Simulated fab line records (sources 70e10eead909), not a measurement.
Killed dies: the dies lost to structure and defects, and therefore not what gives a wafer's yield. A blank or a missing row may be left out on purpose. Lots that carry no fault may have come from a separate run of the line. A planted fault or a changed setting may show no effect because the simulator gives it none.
fab line records ; flow nandHarc
[record] lots = 11; wafers = 33; lastDay = 34
route steps=1302 shown A_SGD_CUT@907 END@1302
lots with no fault: from the same line, run without faults
startH: start of the lot's first displayed wafer, in hours after the record's first day ; waitH: hours from the lot's prior step to this one ; " same as the row above ; L1.1+2: a single row standing in for several wafers ; - no value, or no start given ; * or withheld: withheld ; < > ~ a bound
route shown NAME@n: a module of which the file shows steps, and the number in the route of the first ; usual: average and standard deviation across the fault-free wafers ; same: alike in all rows ; chamber/n: place in a boat ; sites: readings site by site ; _std_site: the standard deviation of these ; _edge_site: inner sites' mean taken away from outer sites' mean ; radiusMm: for every site, how far away it sits from the centre of the wafer ; mask NAME#n: copy n ; behind: the tool/chamber that last shaped the wafer ; hold: why the lot was held/for how many hours/how that ended ; device: which transistor (n, p or np) failed to switch ; end of line: the tests these same wafers got at the end of their route ; a step without rows: its recipe alone ; killed: not the wafer's yield, but the dies lost to structure and defects at the first sort ; map: a wafer's dies, marking killed ones x, the rest . and places with no die _
set.NAME: the setting as run; set.NAME@STEP: as run at that earlier step ; model.NAME: the simulator's own value behind a step, which no gauge read
route steps across a sampled set of lots; one table per step, one row per wafer
services: from which hour (startH, from the record's first day; less than 0 if before it) a tool's chamber was out of use, for how many hours, and why
[[steps]]
[step NHARC_A_SGD_CUT_ETCH_15]
[recipe] targetDepthA = 750; timeS = 64.3; ch3fFlowSccm = 50; o2FlowSccm = 30; arFlowSccm = 200; rfW = 500; biasW = 100; chemistry = CH3F/O2
[usual] drypumpMotorCurrentA = 6.0/0.44; oesProductAu = 0.963/0.015; rfVppV = 263.4/1.5; showerheadPlenumPTorr = 2.43/0.078; throttleValvePct = 20.663/0.0088
lot.wafer;tool;chamber;startH;waitH;drypumpMotorCurrentA;oesProductAu;rfHoursCounterH;rfVppV;showerheadPlenumPTorr;throttleValvePct
L328.3;rieDiel-02;2;-;-;5.7;0.972;2;263.7;2.43;20.673
L328.5;rieDiel-02;3;-;-;5.4;0.979;-;264.0;2.46;20.669
L328.6;rieDiel-02;0;-;-;6.5;0.968;-;261.6;2.36;20.657
L329.3;rieDiel-12;0;-;-;6.8;0.967;0;262.7;2.38;20.664
L329.5;rieDiel-12;0;-;-;6.8;0.960;-;263.4;2.38;20.652
L329.6;rieDiel-12;1;-;-;6.4;0.961;-;266.4;2.59;20.663
L330.2;rieDiel-12;3;-;-;5.9;0.951;2;262.9;2.42;20.645
L330.3;rieDiel-12;0;-;-;6.8;0.955;2;264.0;2.38;20.670
L330.5;rieDiel-12;3;-;-;6.0;0.963;-;263.0;2.42;20.658
L334.3;rieDiel-12;0;-;-;6.8;0.952;5;261.7;2.38;20.651
L334.2;rieDiel-12;2;-;-;5.7;0.967;5;264.8;2.45;20.655
L334.1;rieDiel-12;3;-;-;6.0;0.950;5;264.2;2.42;20.661
L335.1;rieDiel-12;2;-;-;5.7;0.950;6;263.6;2.45;20.676
L335.3;rieDiel-12;2;-;-;5.7;0.961;-;265.8;2.45;20.656
L335.5;rieDiel-12;2;-;-;5.7;0.963;-;264.9;2.45;20.663
L336.2;rieDiel-02;3;-;-;5.4;0.955;7;263.4;2.46;20.656
L336.5;rieDiel-02;3;-;-;5.4;0.955;-;264.5;2.46;20.666
L336.6;rieDiel-02;0;-;-;6.5;0.940;-;262.7;2.36;20.672
L337.3;rieDiel-12;2;-;-;5.8;0.970;8;263.9;2.45;20.666
L337.4;rieDiel-12;1;-;-;6.4;0.970;8;265.2;2.59;20.660
L337.5;rieDiel-12;2;-;-;5.7;0.983;-;263.0;2.45;20.663
L338.3;rieDiel-12;0;-;-;6.8;0.958;11;264.0;2.38;20.662
L338.4;rieDiel-12;1;-;-;6.4;0.961;10;265.1;2.59;20.668
L338.5;rieDiel-12;0;-;-;6.8;0.944;-;263.8;2.38;20.666
L343.3;rieDiel-02;2;-;-;5.7;0.982;2;262.5;2.42;20.656
L343.1;rieDiel-02;0;-;-;6.5;0.956;2;262.4;2.36;20.658
L343.2;rieDiel-02;1;-;-;5.9;0.990;2;261.0;2.30;20.652
L349.1;rieDiel-02;2;-;-;5.7;0.946;6;262.7;2.42;20.654
L349.3;rieDiel-02;3;-;-;5.4;0.940;6;262.6;2.45;20.657
L349.4;rieDiel-02;1;-;-;5.9;0.940;5;261.6;2.30;20.670
L350.2;rieDiel-13;0;-;-;6.2;0.951;7;263.7;2.50;20.659
L350.5;rieDiel-13;1;-;-;5.7;0.957;-;262.9;2.41;20.657
L350.6;rieDiel-13;2;-;-;6.0;0.947;-;262.6;2.32;20.666
[step NHARC_A_SGD_CUT_STRIP_17]
[recipe] o2FlowSccm = 500; arFlowSccm = 0; biasW = 0; chemistry = O2
[usual] drypumpMotorCurrentA = 6.0/0.45; oesProductAu = 1.001/0.012; rfVppV = 57.7/0.75; showerheadPlenumPTorr = 3.48/0.11; throttleValvePct = 17.037/0.0091
lot.wafer;tool;chamber;startH;waitH;drypumpMotorCurrentA;oesProductAu;rfHoursCounterH;rfVppV;showerheadPlenumPTorr;throttleValvePct
L328.3;rieDiel-02;2;-;-;5.7;1.000;2;57.7;3.48;17.025
L328.5;rieDiel-02;2;-;-;5.7;0.991;-;57.0;3.48;17.053
L328.6;rieDiel-02;3;-;-;5.4;1.007;-;57.8;3.53;17.025
L329.3;rieDiel-12;0;-;-;6.8;0.982;0;56.1;3.42;17.033
L329.6;rieDiel-12;0;-;-;6.8;0.992;-;58.5;3.43;17.035
L329.5;rieDiel-12;1;-;-;6.4;0.992;-;58.2;3.71;17.043
L330.3;rieDiel-12;2;-;-;5.7;1.013;2;59.2;3.52;17.044
L330.2;rieDiel-12;3;-;-;6.0;0.996;2;57.8;3.48;17.035
L330.5;rieDiel-12;1;-;-;6.4;1.002;-;57.5;3.71;17.028
L334.1;rieDiel-12;0;-;-;6.8;0.992;6;56.7;3.42;17.036
L334.2;rieDiel-12;1;-;-;6.4;1.004;6;58.5;3.71;17.039
L334.3;rieDiel-12;2;-;-;5.7;1.009;5;57.4;3.52;17.048
L335.1;rieDiel-12;2;-;-;5.7;1.009;6;58.0;3.52;17.038
L335.3;rieDiel-12;0;-;-;6.8;1.000;-;55.6;3.42;17.036
L335.5;rieDiel-12;0;-;-;6.9;0.996;-;58.7;3.42;17.030
L336.2;rieDiel-02;1;-;-;5.9;1.017;7;57.2;3.32;17.037
L336.5;rieDiel-02;0;-;-;6.5;1.011;-;58.2;3.39;17.028
L336.6;rieDiel-02;1;-;-;5.9;1.029;-;57.9;3.32;17.046
L337.4;rieDiel-12;0;-;-;6.8;0.989;9;57.9;3.42;17.048
L337.3;rieDiel-12;1;-;-;6.4;1.010;8;58.5;3.71;17.036
L337.5;rieDiel-12;1;-;-;6.5;1.004;-;57.0;3.71;17.034
L338.4;rieDiel-12;2;-;-;5.7;1.010;10;57.8;3.52;17.040
L338.3;rieDiel-12;3;-;-;6.0;1.000;8;57.1;3.48;17.046
L338.5;rieDiel-12;2;-;-;5.7;1.003;-;57.9;3.52;17.041
L343.2;rieDiel-02;3;-;-;5.4;1.013;2;58.5;3.52;17.039
L343.3;rieDiel-02;0;-;-;6.6;0.997;2;56.3;3.39;17.032
L343.1;rieDiel-02;1;-;-;6.0;1.029;2;56.1;3.31;17.037
L349.3;rieDiel-02;3;-;-;5.4;1.018;6;57.2;3.52;17.038
L349.1;rieDiel-02;1;-;-;5.9;1.018;6;58.1;3.31;17.030
L349.4;rieDiel-02;2;-;-;5.7;1.029;6;58.0;3.48;17.033
L350.2;rieDiel-13;2;-;-;6.0;0.984;7;56.9;3.34;17.021
L350.5;rieDiel-13;1;-;-;5.7;0.994;-;58.5;3.46;17.047
L350.6;rieDiel-13;0;-;-;6.2;0.986;-;57.6;3.59;17.017
[step NHARC_A_SGD_CUT_DEP_20]
[recipe] targetThkA = 1500; tempC = 65; material = SiO2
lot.wafer;tool;chamber;startH;waitH
L328.3+6+5;fcvd-01;0,0,1;441.02;-
L329.3+6+5;fcvd-02;0,1,0;463.08;-
L330.2+3+5;fcvd-02;1,0,0;477.15;-
L334.2+1+3;fcvd-02;1,0,1;513.14;-
L335.1+3+5;fcvd-01;0,1,0;524.84;-
L336.2+5+6;fcvd-02;1,1,0;539.42;-
L337.3+4+5;fcvd-02;1,0,0;539.68;-
L338.4+3+5;fcvd-02;0,1,1;556.24;-
L343.1+2+3;fcvd-02;1,0,1;593.19;-
L349.1+3+4;fcvd-01;0,1,0;655.01;-
L350.2+5+6;fcvd-01;1,1,0;668.25;-
[step NHARC_A_SGD_CUT_THK_MEAS_22]
[recipe] thkMeasGauge = ellipsometry
[usual] thkNm = 147.7/1.6
lot.wafer;tool;chamber;startH;waitH;thkNm
L328.3;filmMetro-01;-;447.64;0.2;147.7
L328.5;filmMetro-01;-;447.64;0.2;150.0
L328.6;filmMetro-01;-;447.64;0.2;148.9
L329.3;filmMetro-02;-;468.27;0.2;147.7
L329.5;filmMetro-02;-;468.27;0.2;147.8
L329.6;filmMetro-02;-;468.27;0.2;147.8
L330.2;filmMetro-01;-;482.62;0.2;147.9
L330.3;filmMetro-01;-;482.62;0.2;149.0
L330.5;filmMetro-01;-;482.62;0.2;148.9
L334.1;filmMetro-01;-;518.02;0.2;146.5
L334.2;filmMetro-01;-;518.02;0.2;149.4
L334.3;filmMetro-01;-;518.02;0.2;147.6
L335.1;filmMetro-01;-;533.39;0.2;148.7
L335.3;filmMetro-01;-;533.39;0.2;147.5
L335.5;filmMetro-01;-;533.39;0.2;148.2
L336.2;filmMetro-02;-;546.58;0.2;148.2
L336.5;filmMetro-02;-;546.58;0.2;147.4
L336.6;filmMetro-02;-;546.58;0.2;150.0
L337.3;filmMetro-01;-;546.59;0.2;148.1
L337.4;filmMetro-01;-;546.59;0.2;147.8
L337.5;filmMetro-01;-;546.59;0.2;145.5
L338.3;filmMetro-02;-;563.42;0.2;146.3
L338.4;filmMetro-02;-;563.42;0.2;147.7
L338.5;filmMetro-02;-;563.42;0.2;146.3
L343.1;filmMetro-02;-;598.64;0.2;145.6
L343.2;filmMetro-02;-;598.64;0.2;109.6
L343.3;filmMetro-02;-;598.64;0.2;147.8
L349.1;filmMetro-01;-;660.48;0.2;149.7
L349.3;filmMetro-01;-;660.48;0.2;149.8
L349.4;filmMetro-01;-;660.48;0.2;147.7
L350.2;filmMetro-02;-;676.53;0.2;149.6
L350.5;filmMetro-02;-;676.53;0.2;149.8
L350.6;filmMetro-02;-;676.53;0.2;149.7
[step NHARC_A_SGD_CUT_ETCHBACK_24]
[recipe] targetDepthA = 500; overEtchFrac = 0.3; timeS = 92.857; ionEnergyEv = 120; ch3fFlowSccm = 50; o2FlowSccm = 30; arFlowSccm = 200; rfW = 500; biasW = 100; chemistry = CH3F/O2
[usual] drypumpMotorCurrentA = 6.0/0.42; oesProductAu = 0.97/0.037; rfVppV = 244.0/1.5; showerheadPlenumPTorr = 2.43/0.084; throttleValvePct = 20.664/0.0094
[same] overEtchFrac = 0.3
lot.wafer;tool;chamber;startH;waitH;drypumpMotorCurrentA;oesProductAu;rfHoursCounterH;rfVppV;showerheadPlenumPTorr;throttleValvePct
L328.3;rieDiel-13;2;447.87;0.1;6.0;0.99;4.8;242.5;2.33;20.660
L328.6;rieDiel-13;2;447.87;0.1;6.0;0.99;-;242.9;2.33;20.653
L328.5;rieDiel-13;3;447.87;0.1;5.4;0.97;-;245.5;2.57;20.667
L329.3;rieDiel-02;3;468.50;0.1;5.4;1.01;3.0;244.6;2.46;20.666
L329.6;rieDiel-02;2;468.50;0.1;5.7;1.00;-;244.8;2.43;20.664
L329.5;rieDiel-02;3;468.50;0.1;5.4;1.00;-;245.9;2.46;20.667
L330.3;rieDiel-12;2;482.85;0.2;5.7;0.93;2.3;245.1;2.46;20.658
L330.2;rieDiel-12;3;482.85;0.2;6.0;0.92;2.5;244.2;2.42;20.674
L330.5;rieDiel-12;1;482.85;0.2;6.4;0.92;-;245.7;2.59;20.673
L334.2;rieDiel-12;1;518.24;0.1;6.4;0.93;5.9;245.7;2.59;20.672
L334.1;rieDiel-12;2;518.24;0.1;5.7;0.93;5.2;245.0;2.45;20.654
L334.3;rieDiel-12;0;518.24;0.1;6.8;0.91;5.8;243.4;2.38;20.649
L335.1;rieDiel-12;2;533.61;0.1;5.7;0.92;7.3;244.1;2.45;20.660
L335.3;rieDiel-12;1;533.61;0.1;6.4;0.99;7.3;246.3;2.59;20.662
L335.5;rieDiel-12;2;533.61;0.1;5.7;0.93;-;243.5;2.45;20.675
L336.2;rieDiel-02;0;546.83;0.2;6.5;0.93;7.1;243.5;2.36;20.662
L336.5;rieDiel-02;2;546.83;0.2;5.7;0.93;-;242.9;2.42;20.656
L336.6;rieDiel-02;3;546.83;0.2;5.4;0.94;-;244.0;2.46;20.655
L337.4;rieDiel-13;1;546.85;0.1;5.7;1.00;1.1;242.9;2.41;20.670
L337.3;rieDiel-13;0;546.85;0.1;6.2;0.98;1.0;246.4;2.51;20.654
L337.5;rieDiel-13;2;546.85;0.1;6.0;0.99;-;240.8;2.33;20.661
L338.3;rieDiel-13;0;563.65;0.1;6.2;0.97;1.3;245.9;2.51;20.666
L338.4;rieDiel-13;3;563.65;0.1;5.4;0.98;1.4;245.9;2.57;20.671
L338.5;rieDiel-13;1;563.65;0.1;5.7;1.00;-;243.8;2.41;20.659
L343.1;rieDiel-13;2;598.88;0.1;6.0;0.99;3.8;241.9;2.32;20.665
L343.2;rieDiel-13;3;598.88;0.1;5.4;1.00;3.3;245.9;2.57;20.657
L343.3;rieDiel-13;0;598.88;0.1;6.2;0.98;3.4;245.8;2.50;20.660
L349.1;rieDiel-12;0;660.70;0.1;6.8;1.02;3.3;242.4;2.38;20.656
L349.4;rieDiel-12;2;660.70;0.1;5.7;1.00;3.6;243.4;2.45;20.663
L349.3;rieDiel-12;3;660.70;0.1;5.9;0.99;3.5;243.1;2.42;20.659
L350.2;rieDiel-02;0;676.76;0.1;6.5;0.99;7.5;243.5;2.36;20.653
L350.6;rieDiel-02;0;676.76;0.1;6.5;1.00;-;242.8;2.36;20.652
L350.5;rieDiel-02;1;676.76;0.1;5.9;1.02;-;242.0;2.30;20.658
[step NHARC_END_SORT_01]
[recipe] tempC = 25
[usual] killedAtArray = 55/19; killedAtOther = 0.9/1.4; killedAtPeriphery = 3.8/2.9; killedDies = 60/19; killedOpen = 3.3/1.8; killedShort = 2.6/1.6
[same] grossDies = 677
lot.wafer;tool;chamber;startH;waitH;killedAtArray;killedAtOther;killedAtPeriphery;killedDies;killedOpen;killedShort
L338.3;prober-02;0;688.99;3.1;70;3;5;78;7;1
L338.4;prober-02;0;689.78;3.4;67;1;5;73;4;1
L338.5;prober-02;0;690.57;3.6;77;1;4;82;3;1
L337.3;prober-01;0;689.01;3.1;50;0;1;51;2;3
L337.4;prober-01;0;689.80;3.4;30;0;5;35;2;2
L337.5;prober-01;0;690.60;3.7;44;0;3;47;8;0
L343.1;prober-02;0;716.11;2.5;86;0;4;90;6;3
L343.2;prober-02;0;716.90;2.8;90;0;2;92;3;6
L343.3;prober-02;0;717.68;3.1;70;0;4;74;5;3
// killed by level:class
L338.3 A_CHANNEL_HOLE_D1:chamberFilmFlake=37 A_SLIT:chamberFilmFlake=21 THIN_TSV:chamberFilmFlake=3 A_DECK1_JOINT:geometricParticle:open=2 A_CONTACT:chamberFilmFlake=2 P_GATE:geometricParticle:open=1 P_CONTACT:geometricParticle:open=1 P_M1:geometricParticle:open=1
L337.3 A_SLIT:chamberFilmFlake=35 A_CHANNEL_HOLE_D1:chamberFilmFlake=6 A_STAIRCASE:chamberFilmFlake=2 P_M0:geometricParticle:open=1 A_ONON_D1:geometricParticle:open=1 A_CHANNEL_FILL_D1:geometricParticle:short=1 A_DECK1_JOINT:geometricParticle:short=1 A_WL_FILL:geometricParticle:short=1
L338.4 A_SLIT:chamberFilmFlake=28 A_CHANNEL_HOLE_D1:chamberFilmFlake=22 A_CONTACT:chamberFilmFlake=6 A_STAIRCASE:chamberFilmFlake=3 P_GATE:chamberFilmFlake=2 A_DECK1_JOINT:chamberFilmFlake=2 A_WL_FILL:chamberFilmFlake=2 P_STI:geometricParticle:open=1
L337.4 A_SLIT:chamberFilmFlake=21 A_STAIRCASE:chamberFilmFlake=4 A_CHANNEL_HOLE_D1:chamberFilmFlake=3 P_CONTACT:geometricParticle:open=2 P_GATE:chamberFilmFlake=2 P_CONTACT:geometricParticle:short=1 A_SGD_CUT:geometricParticle:short=1 A_DECK1_JOINT:chamberFilmFlake=1
L338.5 A_SLIT:chamberFilmFlake=35 A_CHANNEL_HOLE_D1:chamberFilmFlake=26 A_CONTACT:chamberFilmFlake=3 A_CHANNEL_FILL_D1:chamberFilmFlake=2 A_DECK1_JOINT:chamberFilmFlake=2 A_STAIRCASE:chamberFilmFlake=2 A_WL_FILL:chamberFilmFlake=2 P_GATE:geometricParticle:open=1
L337.5 A_SLIT:chamberFilmFlake=28 A_CHANNEL_HOLE_D1:chamberFilmFlake=5 A_STAIRCASE:chamberFilmFlake=4 P_CONTACT:geometricParticle:open=1 P_M0:geometricParticle:open=1 A_ONON_D1:geometricParticle:open=1 A_DECK1_JOINT:geometricParticle:open=1 A_CHANNEL_HOLE_D2:geometricParticle:open=1
L343.1 A_CHANNEL_HOLE_D1:chamberFilmFlake=33 A_SLIT:chamberFilmFlake=28 A_CHANNEL_HOLE_D2:chamberFilmFlake=9 A_CONTACT:chamberFilmFlake=8 P_CONTACT:geometricParticle:open=1 P_M0:geometricParticle:open=1 P_M0:geometricParticle:short=1 A_ONON_D1:geometricParticle:open=1
L343.2 A_CHANNEL_HOLE_D1:chamberFilmFlake=32 A_SLIT:chamberFilmFlake=19 A_CHANNEL_HOLE_D2:chamberFilmFlake=18 A_CONTACT:chamberFilmFlake=10 P_M0:geometricParticle:short=1 A_ONON_D1:geometricParticle:short=1 A_CHANNEL_HOLE_D1:geometricParticle:short=1 A_CHANNEL_FILL_D1:geometricParticle:open=1
L343.3 A_CHANNEL_HOLE_D1:chamberFilmFlake=29 A_SLIT:chamberFilmFlake=15 A_CHANNEL_HOLE_D2:chamberFilmFlake=9 A_CONTACT:chamberFilmFlake=6 P_CONTACT:geometricParticle:open=2 A_WL_FILL:geometricParticle:short=2 A_BLC:geometricParticle:open=2 A_CHANNEL_FILL_D1:chamberFilmFlake=2
[[services]]
tool;chamber;startH;hours;kind
fcvd-02;0;420.89;6.9;repair
rieDiel-12;0;424.81;-;clean
rieDiel-13;1;425.11;18.1;repair
rieDiel-12;-;445.75;9.0;pm
fcvd-02;-;450.00;13.0;pm
fcvd-01;-;450.58;35.4;repair
rieDiel-02;-;453.64;6.2;repair
rieDiel-13;2;479.21;5.5;repair
rieDiel-12;3;512.50;22.2;repair
rieDiel-13;-;519.00;9.0;pm
rieDiel-12;1;523.18;2.4;repair
fcvd-01;-;547.00;13.0;pm
rieDiel-02;-;570.70;9.0;pm
fcvd-01;-;598.46;2.9;repair
rieDiel-02;3;615.59;4.1;repair
fcvd-02;-;620.28;0.6;repair
rieDiel-12;-;622.84;9.0;pm
fcvd-02;0;630.28;10.1;repair
fcvd-02;-;631.00;13.0;pm
fcvd-01;-;643.13;1.1;repair
fcvd-02;0;649.39;4.7;repair
rieDiel-02;3;658.87;9.4;repair
rieDiel-13;3;661.84;7.6;repair
rieDiel-12;0;662.94;9.8;repair
[[key]]
[firstSign] step = NHARC_A_SGD_CUT_THK_MEAS_22; reading = thkNm; direction = down; sigmas = 24; usual = 147.7; struck = 109.6
effect none on later readings
metAt NHARC_A_SGD_CUT_DEP_20
struckLots L343
struckWafers L343.2
testerLeftOut L343
notActingAt NHARC_A_SGD_CUT_ETCH_15,NHARC_A_SGD_CUT_STRIP_17,NHARC_A_SGD_CUT_ETCHBACK_24
onsetBetween 556.24 593.19
[fault] kind = processParameterDrift; tool = fcvd-02; chamber = 0; onsetH = 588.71; steps = NHARC_A_SGD_CUT_DEP_20; channel = targetThkA; offset = *; shape = step; endH = 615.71; actsIn = *; stated = *
// testerLeftOut: of these lots the tester's yield and bins aren't shown, on N5 and GAA mostly nor the transistor test; their killed dies are dies lost to structure and defects alone, not to doping, threshold or leakage, so they don't give the yield
